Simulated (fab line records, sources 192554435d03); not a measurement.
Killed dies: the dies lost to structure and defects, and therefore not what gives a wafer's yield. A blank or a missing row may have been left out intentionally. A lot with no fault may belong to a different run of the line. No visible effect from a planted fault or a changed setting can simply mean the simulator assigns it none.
Split-lot trial / flow n5 finfet / route with 1938 steps; 7 lots, 21 wafers read

== THE SPLIT ==
At N5_BEOL_M11_COAT_05 (resist thk 90 nm), the setting spin rpm was moved away from the recipe's 1500 rpm on 8 of the 21 wafers read, by -11.2% to +10.5%. For the rest of the wafers, this setting stayed at what the recipe calls for.

== FROM THE SPLIT TO THE READING: what the file shows between them, 4 steps ==
- N5_BEOL_M11_EBR_07
- N5_BEOL_M11_SOFTBAKE_06: time 60 s
- N5_BEOL_M11_EXPOSE_08: exposes mask M11
- N5_BEOL_M11_PEB_09: peb time 60 s

== THE READING ==
CAR-ArF_of_BEOL_M11_COAT_05.thk nm (the simulator's own value, which no gauge read), in nm, at N5_BEOL_M11_DEVELOP_10 (develop time 30 s). There is no usual value for it anywhere in the file. The 13 wafers here that ran the recipe average 88.5 nm, standard deviation 0.18 nm.

wafer=L080.1; tool, chamber at the split=litho track-02, 0; spin rpm as run, rpm=1621; against the recipe=+8.1%; CAR-ArF_of_BEOL_M11_COAT_05.thk nm, nm=84.6; against lot-mates on the recipe=-3.6
wafer=L080.2; tool, chamber at the split=litho track-02, 0; spin rpm as run, rpm=1621; against the recipe=+8.1%; CAR-ArF_of_BEOL_M11_COAT_05.thk nm, nm=85; against lot-mates on the recipe=-3.2
wafer=L080.5; tool, chamber at the split=litho track-02, 0; spin rpm as run, rpm=1500; against the recipe=recipe; CAR-ArF_of_BEOL_M11_COAT_05.thk nm, nm=88.2; against lot-mates on the recipe=-
wafer=L087.1; tool, chamber at the split=litho track-05, 0; spin rpm as run, rpm=1425; against the recipe=-5.0%; CAR-ArF_of_BEOL_M11_COAT_05.thk nm, nm=90.8; against lot-mates on the recipe=no lot-mate on the recipe
wafer=L087.2; tool, chamber at the split=litho track-05, 0; spin rpm as run, rpm=1425; against the recipe=-5.0%; CAR-ArF_of_BEOL_M11_COAT_05.thk nm, nm=90.6; against lot-mates on the recipe=no lot-mate on the recipe
wafer=L087.4; tool, chamber at the split=litho track-05, 0; spin rpm as run, rpm=1425; against the recipe=-5.0%; CAR-ArF_of_BEOL_M11_COAT_05.thk nm, nm=90.6; against lot-mates on the recipe=no lot-mate on the recipe
wafer=L090.1; tool, chamber at the split=litho track-02, 0; spin rpm as run, rpm=1658; against the recipe=+10.5%; CAR-ArF_of_BEOL_M11_COAT_05.thk nm, nm=83.8; against lot-mates on the recipe=-4.6
wafer=L090.5; tool, chamber at the split=litho track-02, 0; spin rpm as run, rpm=1500; against the recipe=recipe; CAR-ArF_of_BEOL_M11_COAT_05.thk nm, nm=88.4; against lot-mates on the recipe=-
wafer=L090.6; tool, chamber at the split=litho track-02, 0; spin rpm as run, rpm=1500; against the recipe=recipe; CAR-ArF_of_BEOL_M11_COAT_05.thk nm, nm=88.4; against lot-mates on the recipe=-
wafer=L091.1; tool, chamber at the split=litho track-02, 0; spin rpm as run, rpm=1658; against the recipe=+10.5%; CAR-ArF_of_BEOL_M11_COAT_05.thk nm, nm=83.8; against lot-mates on the recipe=-4.5
wafer=L091.5; tool, chamber at the split=litho track-02, 0; spin rpm as run, rpm=1500; against the recipe=recipe; CAR-ArF_of_BEOL_M11_COAT_05.thk nm, nm=88.2; against lot-mates on the recipe=-
wafer=L091.6; tool, chamber at the split=litho track-02, 0; spin rpm as run, rpm=1500; against the recipe=recipe; CAR-ArF_of_BEOL_M11_COAT_05.thk nm, nm=88.4; against lot-mates on the recipe=-
wafer=L093.1; tool, chamber at the split=litho track-05, 0; spin rpm as run, rpm=1500; against the recipe=recipe; CAR-ArF_of_BEOL_M11_COAT_05.thk nm, nm=88.6; against lot-mates on the recipe=-
wafer=L093.2; tool, chamber at the split=litho track-05, 0; spin rpm as run, rpm=1500; against the recipe=recipe; CAR-ArF_of_BEOL_M11_COAT_05.thk nm, nm=88.6; against lot-mates on the recipe=-
wafer=L093.5; tool, chamber at the split=litho track-05, 0; spin rpm as run, rpm=1500; against the recipe=recipe; CAR-ArF_of_BEOL_M11_COAT_05.thk nm, nm=88.4; against lot-mates on the recipe=-
wafer=L095.1; tool, chamber at the split=litho track-02, 0; spin rpm as run, rpm=1500; against the recipe=recipe; CAR-ArF_of_BEOL_M11_COAT_05.thk nm, nm=88.8; against lot-mates on the recipe=-
wafer=L095.6; tool, chamber at the split=litho track-02, 0; spin rpm as run, rpm=1500; against the recipe=recipe; CAR-ArF_of_BEOL_M11_COAT_05.thk nm, nm=88.8; against lot-mates on the recipe=-
wafer=L095.3; tool, chamber at the split=litho track-02, 0; spin rpm as run, rpm=1500; against the recipe=recipe; CAR-ArF_of_BEOL_M11_COAT_05.thk nm, nm=88.6; against lot-mates on the recipe=-
wafer=L096.1; tool, chamber at the split=litho track-01, 0; spin rpm as run, rpm=1332; against the recipe=-11.2%; CAR-ArF_of_BEOL_M11_COAT_05.thk nm, nm=94.2; against lot-mates on the recipe=+5.8
wafer=L096.3; tool, chamber at the split=litho track-01, 0; spin rpm as run, rpm=1500; against the recipe=recipe; CAR-ArF_of_BEOL_M11_COAT_05.thk nm, nm=88.4; against lot-mates on the recipe=-
wafer=L096.6; tool, chamber at the split=litho track-01, 0; spin rpm as run, rpm=1500; against the recipe=recipe; CAR-ArF_of_BEOL_M11_COAT_05.thk nm, nm=88.4; against lot-mates on the recipe=-

THE FIT
A straight line over all 21 wafers: CAR-ArF_of_BEOL_M11_COAT_05.thk nm changes by -0.462 nm for each +1% of spin rpm; r = -1.00; the points scatter about the line by 0.22 nm.
The same after taking each lot's own level away (the mean of its wafers on the recipe; 18 wafers): -0.457 nm for each +1%; r = -1.00; scatter 0.22 nm.
Per that fit: largest spin rpm move, reading shift of 5.1 nm.
The lots' own levels span 88.20 to 88.73 nm, that is 2.9 times the standard deviation above.
The two slopes agree, so the slope changes little with the lot-to-lot level.
Check: +4.8 nm against its lot-mates is what the line predicts for one of the wafers moved furthest among these (-11.2%) when that wafer is left out of the fit. Against them it came out at +5.8 nm.

== THE OTHER SPLITS THESE WAFERS WENT THROUGH ==
Note: prior to the reading, these wafers also went through further splits. Each is held against what the fit with the lots' levels taken away leaves over:
other split on the same wafers=N5_BEOL_M9_ILD_DEP_00 time s; wafers away from the commonest value=9; r with CAR-ArF_of_BEOL_M11_COAT_05.thk nm (lot level and that fit taken away)=-0.24
other split on the same wafers=N5_BEOL_M9_HM_DEP_02 target thk a; wafers away from the commonest value=7; r with CAR-ArF_of_BEOL_M11_COAT_05.thk nm (lot level and that fit taken away)=-0.33
other split on the same wafers=N5_BEOL_M9_EXPOSE_25 dose mj; wafers away from the commonest value=2; r with CAR-ArF_of_BEOL_M11_COAT_05.thk nm (lot level and that fit taken away)=-0.03
other split on the same wafers=N5_BEOL_M10_COAT_05 spin rpm; wafers away from the commonest value=10; r with CAR-ArF_of_BEOL_M11_COAT_05.thk nm (lot level and that fit taken away)=+0.30

== THE WHOLE CHAIN: every reading that the file lists as answering this split, in the file's order ==
step=N5_BEOL_M11_COAT_05; what it does=resist thk 90 nm; reading=CAR-ArF_of_BEOL_M11_COAT_05.thk nm (the simulator's own value, which no gauge read); change (the file's fit)=-0.451 nm for each +1% of the setting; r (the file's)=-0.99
step=N5_BEOL_M11_DEVELOP_10; what it does=develop time 30 s; reading=CAR-ArF_of_BEOL_M11_COAT_05.thk nm (the simulator's own value, which no gauge read); change (the file's fit)=-0.456 nm for each +1% of the setting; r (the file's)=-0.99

== FILE'S OWN FIT ==
CAR-ArF_of_BEOL_M11_COAT_05.thk nm changes by -0.456 nm for each +1% of spin rpm, r = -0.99.
